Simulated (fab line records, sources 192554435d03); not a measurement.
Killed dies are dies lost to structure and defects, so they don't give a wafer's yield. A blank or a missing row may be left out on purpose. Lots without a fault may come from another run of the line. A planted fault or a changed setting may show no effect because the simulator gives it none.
Chamber matching | flow n5_finfet | N5_BEOL_M8_DESCUM_16 on rie_diel-04: 4 sister chambers
The step chemistry O2, time 7.9 s. 16 wafers are shown with their chamber, then 7 later ones without.

WAFERS WITH THEIR CHAMBER
wafer  | chamber | drypump_motor_current_A (A) | showerhead_plenum_p_Torr (Torr) | throttle_valve_pct (%)
L271.1 | 2       | 5.4                         | 2.10                            | 20.11
L271.2 | 1       | 6.5                         | 2.03                            | 20.67
L271.6 | 0       | 5.1                         | 2.07                            | 20.51
L277.1 | 1       | 6.5                         | 2.03                            | 20.69
L277.3 | 2       | 5.4                         | 2.10                            | 20.13
L277.6 | 0       | 5.1                         | 2.07                            | 20.54
L281.1 | 3       | 5.9                         | 2.21                            | 20.44
L281.4 | 0       | 5.1                         | 2.06                            | 20.55
L286.4 | 1       | 6.5                         | 2.02                            | 20.72
L286.5 | 0       | 5.1                         | 2.06                            | 20.56
L286.6 | 3       | 5.8                         | 2.21                            | 20.45
L287.1 | 1       | 6.5                         | 2.02                            | 20.72
L287.2 | 0       | 5.1                         | 2.06                            | 20.57
L287.4 | 3       | 5.8                         | 2.21                            | 20.47
L288.4 | 2       | 5.4                         | 2.09                            | 20.17
L288.5 | 0       | 5.1                         | 2.06                            | 20.57

SIGNATURES (means of the wafers above)
reading                  | chamber 0 | chamber 1 | chamber 2 | chamber 3 | scatter within a chamber
drypump_motor_current_A  | 5.100     | 6.500     | 5.400     | 5.833     | 0.0236
showerhead_plenum_p_Torr | 2.0633    | 2.0250    | 2.0967    | 2.2100    | 0.005
throttle_valve_pct       | 20.5500   | 20.7000   | 20.1367   | 20.4533   | 0.0237
Rule: a wafer's distance from a chamber is the root of the sum, over the readings, of the square of ((its reading less the chamber's mean) divided by the reading's scatter). The wafer belongs to the nearest chamber; if the next one is less than 2 further off, it can't be placed. The scatter: the root of (the sum of the squares of (reading less its chamber's mean) over the shown wafers, divided by (wafers less chambers)).

WAFERS WITHOUT THEIR CHAMBER
wafer  | drypump_motor_current_A (A) | showerhead_plenum_p_Torr (Torr) | throttle_valve_pct (%)
L288.6 | 5.9                         | 2.20                            | 20.47
L291.1 | 5.1                         | 2.06                            | 20.59
L291.3 | 5.4                         | 2.09                            | 20.17
L291.5 | 5.8                         | 2.20                            | 20.48
L290.1 | 5.4                         | 2.09                            | 20.17
L290.2 | 5.1                         | 2.06                            | 20.57
L290.3 | 5.9                         | 2.20                            | 20.48

WHICH CHAMBER EACH WENT THROUGH
wafer  | from the rows above | in truth
L288.6 | 3                   | 3
L291.1 | 0                   | 0
L291.3 | 2                   | 2
L291.5 | 3                   | 3
L290.1 | 2                   | 2
L290.2 | 0                   | 0
L290.3 | 3                   | 3
Placed correctly: 7 of 7. Can't be placed from these rows: 0. Placed wrongly: 0.
